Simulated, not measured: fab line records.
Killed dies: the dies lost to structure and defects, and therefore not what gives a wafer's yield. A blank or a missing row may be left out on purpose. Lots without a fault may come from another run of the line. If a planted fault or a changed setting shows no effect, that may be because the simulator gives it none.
Comparing a struck lot with a sound one :: flow nandHarc :: 15 out of 1302 route steps
Sound: the wafers L798.2, L798.3, L798.5. Struck: wafer L814.5; the same lot's L814.3 was not struck, so it is left out; see the end for the cause.
For every step that has rows: the tool of each side, followed by ch and its chambers, followed by its first start. Under that, the readings that differ: sound wafers :: struck wafers :: difference of the means :: sigmas: that difference in standard deviations of wafers without a fault.
alike: readings with means less than 2 such deviations apart, plus words and numbers identical on both sides. not compared: withheld readings, readings lacking a value on some wafer, bounds such as >300 that could conceal the same value, and numbers that have no deviation in the record and whose values overlap.
The two part at a step that has a row with sigmas, a row that says differs or no value, or rows on one side only. Non-overlapping numbers with no deviation appear without sigmas and do not part them. A reading missing from all wafers of one side parts the sides only when that side holds two or more wafers.

first, 7 steps without rows for these wafers: NHARC_A_BLC_COAT_03 (time 65 s); NHARC_A_BLC_COAT_04 (resist thk 90 nm); NHARC_A_BLC_SOFTBAKE_05 (time 55 s); NHARC_A_BLC_EBR_06; NHARC_A_BLC_EXPOSE_07 (exposes mask A BLC, target cd 100 nm); NHARC_A_BLC_PEB_08 (peb time 65 s); NHARC_A_BLC_DEVELOP_09 (develop time 35 s).
NHARC_A_BLC_CD_MEAS_10: the cd target is 100 nm.
  sound on cdSem-02 ch 0, day 24 23:17; struck on cdSem-01 ch 0, day 31 13:10
  alike: cdNm
NHARC_A_BLC_OVL_MEAS_11:
  sound: overlay-02 at day 24 23:23; struck: overlay-01 at day 31 13:16
  alike: overlayXNm, overlayYNm
NHARC_A_BLC_INSPECT_12:
  sound: defectInspect-02 at day 24 23:25; struck: defectInspect-02 at day 31 13:17
  alike: rawDefectCount
NHARC_A_BLC_DESCUM_15: chemistry O2, time 3 s.
  sound on rieDiel-03 ch 0,1,3, day 24 23:28; struck on rieDiel-03 ch 0, day 31 13:22
reading: o2FlowSccm (sccm)
sound: 200.3 200.4 199.6
struck: 198.8
difference: -1.3
sigmas: -2
  alike: drypumpMotorCurrentA, oesProductAu, rfVppV, showerheadPlenumPTorr, throttleValvePct
  not compared: rfHoursCounterH
NHARC_A_BLC_ETCH_16: etches the open film in CF4, target depth 39 nm, time 65 s.
  sound on rieDiel-03 ch 1,2, day 24 23:34; struck on rieDiel-03 ch 1, day 31 13:26
  alike: drypumpMotorCurrentA, oesProductAu, rfVppV, runLengthS, showerheadPlenumPTorr, throttleValvePct
  not compared: rfHoursCounterH
NHARC_A_BLC_ETCH_17: etches the open film in N2/H2, target depth 390 nm, time 609.38 s.
  sound on rieDiel-03 ch 1,2,3, day 24 23:44; struck on rieDiel-03 ch 0, day 31 13:34
reading: drypumpMotorCurrentA (A)
sound: 6.0 6.0 6.1
struck: 5.1
difference: -0.9
sigmas: -2

reading: runLengthS (s)
sound: 630.1 630.7 631.3
struck: 605.4
difference: -25.3
sigmas: -53
  alike: n2FlowSccm, oesProductAu, rfVppV, showerheadPlenumPTorr, throttleValvePct
  not compared: rfHoursCounterH
NHARC_A_BLC_ETCH_18: etches the open film in C4F8/O2/Ar, target depth 910 nm.
  sound: rieDiel-03 ch 0,2,3; struck: rieDiel-03 ch 1
  alike: oesProductAu, rfVppV
  not compared: rfHoursCounterH
after that, 1 step had no rows for these wafers: NHARC_END_SORT_01.

## WHERE THEY PART
At NHARC_A_BLC_DESCUM_15 first; at NHARC_A_BLC_ETCH_17 last (within this record only). Later steps at which nothing parts them and some readings are alike: NHARC_A_BLC_ETCH_18.

WHY: what had been put in by the simulator
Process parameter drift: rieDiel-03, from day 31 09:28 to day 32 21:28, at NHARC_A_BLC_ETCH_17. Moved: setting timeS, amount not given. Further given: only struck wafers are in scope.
